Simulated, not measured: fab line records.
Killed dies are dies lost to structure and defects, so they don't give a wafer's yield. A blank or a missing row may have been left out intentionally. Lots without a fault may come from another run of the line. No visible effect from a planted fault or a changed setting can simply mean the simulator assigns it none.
fab line records -- flow n5Finfet
record lots=9, wafers=27, lastDay=19
route steps=1938 shown BEOL_M3@950 BEOL_M4@1111
lots with no fault: from the same line, run without faults
startH: hours from the record's opening day to when the first of the lot's shown wafers began -- waitH: time in hours since the lot's previous step -- " the same as in the row above -- L1.1+2: a single row standing in for several wafers -- - no value present, or no start provided -- * or withheld: withheld -- < > ~ a bound
route shown NAME@n: a module of which the file shows steps, and the number in the route of the first -- usual: mean and standard deviation over wafers with no fault -- same: alike in all rows -- chamber/n: place in a boat -- sites: readings site by site -- _std_site: the values' standard deviation -- _edge_site: mean of outer sites minus mean of inner sites -- radiusMm: how far each site lies from the wafer's centre -- mask NAME#n: copy n -- behind: the tool/chamber that last shaped the wafer -- hold: reason for holding the lot/hours on hold/outcome of the hold -- device: names the non-switching transistor (n, p or np) -- end of line: the route-end tests of the same wafers -- a step with no rows: only its recipe -- killed: count of dies lost to structure and defects at first sort (not the wafer's yield) -- map: dies across one wafer; x = killed, . = not, _ = none there
set.NAME: the setting that was run; set.NAME@STEP: the one run at that earlier step -- model.NAME: the simulator's own value behind a step, which no gauge read
one table for each step of the route and one row for each wafer, over a sample of lots
services: a tool's chamber out of use, with start hour (startH, from the record's first day; less than 0 if before it), hours out, and reason
## steps
# step N5_BEOL_M3_ETCH_64
# recipe chemistry=N2/H2, target=SOC, targetDepthA=750, overetchA=150, maskMaterial=SiARC, tempC=40, timeS=112.5, ionEnergyEv=200, pressureMtorr=30, sourceW=840, biasW=150, n2FlowSccm=200, h2FlowSccm=200
# usual drypumpMotorCurrentA=5.53/0.3, oesProductAu=0.60/0.046, rfVppV=523.3/2.6, showerheadPlenumPTorr=2.53/0.091, throttleValvePct=17.83/0.27
lot.wafer,tool,chamber,startH,waitH,drypumpMotorCurrentA,oesProductAu,rfHoursCounterH,rfVppV,showerheadPlenumPTorr,throttleValvePct
L908.1,rieDiel-06,2,153.25,0.0,5.96,0.64,98,527.2,2.68,17.74
L908.2,rieDiel-06,1,153.25,0.0,5.98,0.72,21,525.8,2.60,17.57
L908.3,rieDiel-06,3,153.25,0.0,5.09,0.57,206,520.6,2.42,17.92
L910.1,rieDiel-01,0,157.50,0.0,5.07,0.66,67,525.4,2.57,17.89
L910.5,rieDiel-01,2,157.50,0.0,5.69,0.57,-,522.4,2.52,18.00
L910.6,rieDiel-01,1,157.50,0.0,5.59,0.58,-,524.8,2.63,17.91
L911.2,rieDiel-03,0,174.46,0.0,5.57,0.58,196,522.9,2.52,17.58
L911.3,rieDiel-03,2,174.46,0.0,5.29,0.59,164,523.5,2.54,18.30
L911.6,rieDiel-03,1,174.46,0.0,5.22,0.62,-,518.7,2.34,17.45
L916.1,rieDiel-03,1,210.98,0.0,5.22,0.61,141,517.7,2.33,17.47
L916.2,rieDiel-03,3,210.98,0.0,5.70,0.56,233,522.6,2.51,18.15
L916.6,rieDiel-03,2,210.98,0.0,5.28,0.59,-,524.2,2.53,18.31
L922.1,rieDiel-06,0,239.63,0.0,5.45,0.67,71,525.1,2.57,17.49
L922.2,rieDiel-06,3,239.63,0.0,5.09,0.56,231,520.9,2.41,17.95
L922.5,rieDiel-06,3,239.63,0.0,5.10,0.57,-,521.2,2.41,17.93
L924.1,rieDiel-01,3,242.09,0.0,5.66,0.59,148,521.2,2.45,17.70
L924.4,rieDiel-01,1,242.09,0.0,5.57,0.56,231,525.8,2.62,17.97
L924.5,rieDiel-01,0,242.09,0.0,5.07,0.64,-,523.6,2.57,17.91
L923.1,rieDiel-06,3,243.61,0.0,5.08,0.56,232,519.1,2.41,17.95
L923.2,rieDiel-06,2,243.61,0.0,5.96,0.61,122,527.3,2.67,17.76
L923.5,rieDiel-06,2,243.61,0.0,5.98,0.61,-,526.9,2.67,17.76
L927.3,rieDiel-06,3,271.75,0.0,5.09,0.56,239,519.8,2.40,17.98
L927.5,rieDiel-06,3,271.75,0.0,5.08,0.55,-,520.0,2.40,17.98
L927.6,rieDiel-06,1,271.75,0.0,5.98,0.67,-,526.0,2.58,17.63
L931.2,rieDiel-03,1,301.71,0.0,5.22,0.59,174,518.6,2.32,17.54
L931.4,rieDiel-03,3,301.71,0.0,5.71,0.75,4,524.2,2.50,17.76
L931.6,rieDiel-03,1,301.71,0.0,5.22,0.59,-,517.4,2.32,17.53
# step N5_BEOL_M3_EXPOSE_25
# recipe maskId=V2, na=0.33, sourceShape=quasar, sigmaInner=0.2, sigmaOuter=0.8, polarization=unpolarized, defocusNm=5, doseMj=63
# usual exposureDoseMJCm2=62.90/0.072
# same na=0.33, sigmaOuter=0.8
lot.wafer,tool,chamber,startH,waitH,mask,exposureDoseMJCm2
L908.1,euvScanner-01,0,153.81,-,V2#0,62.94
L908.2,euvScanner-01,0,153.81,-,V2#0,62.92
L908.3,euvScanner-01,0,153.81,-,V2#0,63.04
L910.1,euvScanner-01,0,158.02,-,V2#0,62.88
L910.5,euvScanner-01,0,158.02,-,V2#0,62.90
L910.6,euvScanner-01,0,158.02,-,V2#0,62.90
L911.2,euvScanner-01,0,175.04,-,V2#0,62.89
L911.3,euvScanner-01,0,175.04,-,V2#0,62.88
L911.6,euvScanner-01,0,175.04,-,V2#0,62.89
L916.1,euvScanner-02,0,211.59,-,V2#0,62.89
L916.2,euvScanner-02,0,211.59,-,V2#0,62.90
L916.6,euvScanner-02,0,211.59,-,V2#0,62.87
L922.1,euvScanner-01,0,240.29,-,V2#0,63.81
L922.2,euvScanner-01,0,240.29,-,V2#0,63.78
L922.5,euvScanner-01,0,240.29,-,V2#0,63.81
L924.1,euvScanner-02,0,242.63,-,V2#0,62.87
L924.4,euvScanner-02,0,242.63,-,V2#0,62.90
L924.5,euvScanner-02,0,242.63,-,V2#0,62.91
L923.1,euvScanner-01,0,244.31,-,V2#0,63.63
L923.2,euvScanner-01,0,244.31,-,V2#0,63.60
L923.5,euvScanner-01,0,244.31,-,V2#0,63.58
L927.3,euvScanner-02,0,272.41,-,V2#0,62.92
L927.5,euvScanner-02,0,272.41,-,V2#0,62.91
L927.6,euvScanner-02,0,272.41,-,V2#0,62.95
L931.2,euvScanner-02,0,302.37,-,V2#0,62.91
L931.4,euvScanner-02,0,302.37,-,V2#0,62.91
L931.6,euvScanner-02,0,302.37,-,V2#0,62.89
# step N5_BEOL_M3_CD_MEAS_28
# recipe targetCdNm=25.7, landingEnergyEv=500, detector=seInlens, targetCdYNm=23.3, polarity=opening
# usual cdNm=25.74/0.24
lot.wafer,tool,chamber,startH,waitH,cdNm
L908.1,cdSem-03,0,153.96,-,25.80
L908.2,cdSem-03,0,153.96,-,25.15
L908.3,cdSem-03,0,153.96,-,25.50
L910.1,cdSem-03,0,158.16,-,25.99
L910.5,cdSem-03,0,158.16,-,25.67
L910.6,cdSem-03,0,158.16,-,25.53
L911.2,cdSem-01,0,175.18,-,25.72
L911.3,cdSem-01,0,175.18,-,25.92
L911.6,cdSem-01,0,175.18,-,25.93
L916.1,cdSem-03,0,211.73,-,25.70
L916.2,cdSem-03,0,211.73,-,25.73
L916.6,cdSem-03,0,211.73,-,25.97
L922.1,cdSem-02,0,240.43,-,26.34
L922.2,cdSem-02,0,240.43,-,25.95
L922.5,cdSem-02,0,240.43,-,26.04
L924.1,cdSem-03,0,242.78,-,25.98
L924.4,cdSem-03,0,242.78,-,25.67
L924.5,cdSem-03,0,242.78,-,25.81
L923.1,cdSem-03,0,244.45,-,26.12
L923.2,cdSem-03,0,244.45,-,25.95
L923.5,cdSem-03,0,244.45,-,26.04
L927.3,cdSem-03,0,272.54,-,25.86
L927.5,cdSem-03,0,272.54,-,25.83
L927.6,cdSem-03,0,272.54,-,25.31
L931.2,cdSem-01,0,302.50,-,25.92
L931.4,cdSem-01,0,302.50,-,25.67
L931.6,cdSem-01,0,302.50,-,25.62
# step N5_BEOL_M3_DESCUM_33
# recipe chemistry=O2, timeS=7, sourcePowerW=50, biasPowerW=20, pressureMtorr=20, rfFrequencyHz=2.712e+07, tempC=40, resist=CAR-EUV, o2FlowSccm=225
# usual drypumpMotorCurrentA=5.54/0.29, oesProductAu=0.77/0.068, rfVppV=242.8/1.4, showerheadPlenumPTorr=2.08/0.073, throttleValvePct=20.36/0.25
lot.wafer,tool,chamber,startH,waitH,drypumpMotorCurrentA,oesProductAu,rfHoursCounterH,rfVppV,showerheadPlenumPTorr,throttleValvePct
L908.1,rieDiel-03,1,154.08,0.0,5.21,0.77,128,239.6,1.93,20.14
L908.2,rieDiel-03,0,154.08,0.0,5.58,0.73,191,242.7,2.08,20.24
L908.3,rieDiel-03,3,154.08,0.0,5.69,0.71,216,241.4,2.07,20.73
L910.1,rieDiel-03,1,158.53,0.3,5.22,0.78,129,240.1,1.93,20.12
L910.5,rieDiel-03,0,158.53,0.3,5.56,0.72,-,243.6,2.08,20.27
L910.6,rieDiel-03,3,158.53,0.3,5.69,0.70,-,241.9,2.07,20.71
L911.2,rieDiel-06,0,175.30,0.0,5.44,0.88,51,244.3,2.13,20.12
L911.3,rieDiel-06,1,175.30,0.0,5.96,0.91,26,243.1,2.13,20.11
L911.6,rieDiel-06,0,175.30,0.0,5.47,0.88,-,244.2,2.13,20.12
L916.1,rieDiel-03,0,211.86,0.0,5.57,0.72,208,243.6,2.07,20.27
L916.2,rieDiel-03,1,211.86,0.0,5.23,0.77,142,239.6,1.92,20.13
L916.6,rieDiel-03,1,211.86,0.0,5.22,0.78,-,240.7,1.92,20.15
L922.1,rieDiel-01,3,240.56,0.0,5.69,0.75,148,242.6,2.01,20.10
L922.2,rieDiel-01,2,240.56,0.0,5.69,0.71,232,243.1,2.07,20.63
L922.5,rieDiel-01,1,240.56,0.0,5.58,0.70,-,244.3,2.15,20.51
L924.1,rieDiel-06,0,243.15,0.3,5.42,0.85,72,243.1,2.13,20.14
L924.4,rieDiel-06,2,243.15,0.3,5.94,0.77,122,245.0,2.19,20.16
L924.5,rieDiel-06,3,243.15,0.3,5.06,0.70,-,240.5,1.98,20.46
L923.1,rieDiel-06,0,244.57,0.0,5.47,0.86,73,242.3,2.13,20.16
L923.2,rieDiel-06,3,244.57,0.0,5.08,0.71,233,240.7,1.98,20.47
L923.5,rieDiel-06,2,244.57,0.0,5.93,0.78,-,244.5,2.19,20.16
L927.3,rieDiel-06,1,272.66,0.0,5.98,0.86,57,243.9,2.12,20.14
L927.5,rieDiel-06,0,272.66,0.0,5.45,0.85,-,244.0,2.12,20.18
L927.6,rieDiel-06,1,272.66,0.0,5.98,0.86,-,244.5,2.12,20.16
L931.2,rieDiel-06,2,302.62,0.0,5.99,0.76,134,243.8,2.19,20.19
L931.4,rieDiel-06,3,302.62,0.0,5.05,0.70,246,241.8,1.97,20.48
L931.6,rieDiel-06,1,302.62,0.0,5.98,0.86,-,243.5,2.12,20.18
# step N5_BEOL_M4_RC_MEAS_101
# usual DIBL_N=35.9/1.3, DIBL_P=35.9/1.5, IOFF_N=0.152/0.023, IOFF_P=0.204/0.027, ION_N=673/9.2, ION_P=462/6.7, SS_N=71.4/0.48, SS_P=73.2/0.55, VT_N=250.3/2.6, VT_P=-250.6/3
lot.wafer,tool,chamber,startH,waitH,DIBL_N[mV/V],DIBL_P[mV/V],IOFF_N[nA/um],IOFF_P[nA/um],ION_N[uA/um],ION_P[uA/um],SS_N[mV/dec],SS_P[mV/dec],VT_N[mV],VT_P[mV]
L908.1,prober-02,0,180.88,0.0,35.2,35.1,0.120,0.163,662,455,70.9,72.3,255.4,-253.8
L908.2,prober-02,0,180.88,0.0,37.0,38.1,0.155,0.207,671,468,71.2,72.6,251.9,-251.8
L908.3,prober-02,0,180.88,0.0,37.2,37.3,0.149,0.193,659,450,71.6,73.2,250.1,-251.3
L910.1,prober-02,0,188.38,0.0,33.8,34.7,0.143,0.199,667,461,71.0,72.4,250.9,-250.0
L910.5,prober-02,0,188.38,0.0,33.5,34.5,0.133,0.186,672,464,71.5,72.5,250.1,-250.8
L910.6,prober-02,0,188.38,0.0,33.9,35.1,0.139,0.199,663,464,70.9,72.8,250.9,-250.2
L911.2,prober-02,0,210.39,0.2,36.5,37.3,0.167,0.198,677,461,70.8,74.3,249.8,-253.7
L911.3,prober-02,0,210.39,0.2,35.0,36.3,0.150,0.182,679,452,71.0,73.0,252.0,-254.3
L911.6,prober-02,0,210.39,0.2,36.1,37.1,0.163,0.197,680,462,71.5,73.2,248.3,-251.2
L916.1,prober-01,0,238.39,0.0,36.2,35.5,0.162,0.209,687,467,71.6,73.1,246.1,-248.9
L916.2,prober-01,0,238.39,0.0,37.4,37.4,0.183,0.233,680,468,71.8,74.2,245.8,-249.6
L916.6,prober-01,0,238.39,0.0,36.8,36.7,0.175,0.224,690,469,70.5,73.0,247.4,-248.3
L922.1,prober-01,0,271.93,0.0,33.9,35.3,0.152,0.208,688,474,71.3,72.8,248.7,-248.8
L922.2,prober-01,0,271.93,0.0,34.1,36.2,0.156,0.231,682,474,71.0,73.3,250.0,-245.6
L922.5,prober-01,0,271.93,0.0,33.2,34.6,0.136,0.201,681,471,70.4,72.7,250.0,-249.4
L924.1,prober-02,0,276.64,0.0,33.7,32.6,0.112,0.168,658,463,71.3,72.2,254.1,-251.2
L924.4,prober-02,0,276.64,0.0,37.4,37.8,0.179,0.235,677,469,71.4,74.2,249.8,-248.6
L924.5,prober-02,0,276.64,0.0,35.2,34.0,0.140,0.181,664,458,71.7,72.9,250.1,-250.5
L923.1,prober-02,0,278.09,0.0,37.4,34.7,0.139,0.161,679,457,71.0,72.6,251.0,-255.2
L923.2,prober-02,0,278.09,0.0,39.0,36.7,0.163,0.193,689,463,71.4,73.7,248.7,-253.3
L923.5,prober-02,0,278.09,0.0,36.4,33.5,0.121,0.149,669,452,71.3,72.6,252.4,-252.7
L927.3,prober-01,0,305.57,0.3,36.5,36.4,0.174,0.228,688,471,71.9,72.9,246.3,-248.1
L927.5,prober-01,0,305.57,0.3,35.8,35.8,0.162,0.218,681,469,72.0,72.9,248.6,-249.2
L927.6,prober-01,0,305.57,0.3,36.4,36.3,0.172,0.228,677,468,71.1,72.5,245.5,-247.2
L931.2,prober-02,0,334.79,0.2,35.3,34.3,0.134,0.219,657,466,71.6,73.2,252.8,-247.0
L931.4,prober-02,0,334.79,0.2,35.2,34.4,0.130,0.216,667,471,71.4,72.1,249.9,-247.9
L931.6,prober-02,0,334.79,0.2,35.9,35.3,0.146,0.240,678,477,71.1,73.7,251.0,-244.7
## services
tool,chamber,startH,hours,kind
rieDiel-01,0,135.30,1.6,repair
euvScanner-02,-,146.36,4.6,pm
rieDiel-06,2,146.56,6.0,repair
rieDiel-03,2,152.31,9.3,repair
euvScanner-02,-,152.76,5.8,pm
euvScanner-02,-,171.06,1.0,pm
rieDiel-03,1,174.66,6.3,repair
euvScanner-01,-,176.19,1.0,pm
euvScanner-01,-,184.12,0.2,repair
rieDiel-01,0,210.39,10.2,repair
euvScanner-01,-,218.54,4.6,pm
euvScanner-02,-,228.92,1.0,pm
euvScanner-01,-,232.30,1.0,pm
rieDiel-03,2,241.27,5.7,repair
rieDiel-03,3,244.60,9.1,repair
euvScanner-02,-,256.19,0.9,repair
rieDiel-06,2,269.26,3.9,repair
rieDiel-03,3,274.20,-,clean
rieDiel-03,3,274.20,-,consumableReplace:focusRing
rieDiel-03,3,274.20,15.2,scheduledDown
rieDiel-03,3,274.20,15.2,ventCycle
rieDiel-01,0,275.92,17.7,repair
euvScanner-02,-,283.36,1.0,pm
euvScanner-01,-,288.45,1.0,pm
## key
firstSign step=N5_BEOL_M3_EXPOSE_25, reading=exposureDoseMJCm2, direction=up, sigmas=11, usual=62.90, struck=63.70
effect none on later readings
metAt N5_BEOL_M3_EXPOSE_25
struckLots L922,L923
loopTrim step=N5_BEOL_M3_EXPOSE_25, setting=dose, lots=L923
notActingAt N5_BEOL_M3_ETCH_64,N5_BEOL_M3_CD_MEAS_28,N5_BEOL_M3_DESCUM_33
onsetBetween 175.04 240.29
fault kind=processParameterDrift, tool=euvScanner-01, chamber=-, onsetH=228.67, steps=N5_BEOL_M3_EXPOSE_25, channel=doseMj, offset=0.93128, shape=step, actsIn=theseRecipesOnly, stated=63
# loopTrim: a control loop set the setting to another value than it would have without faults
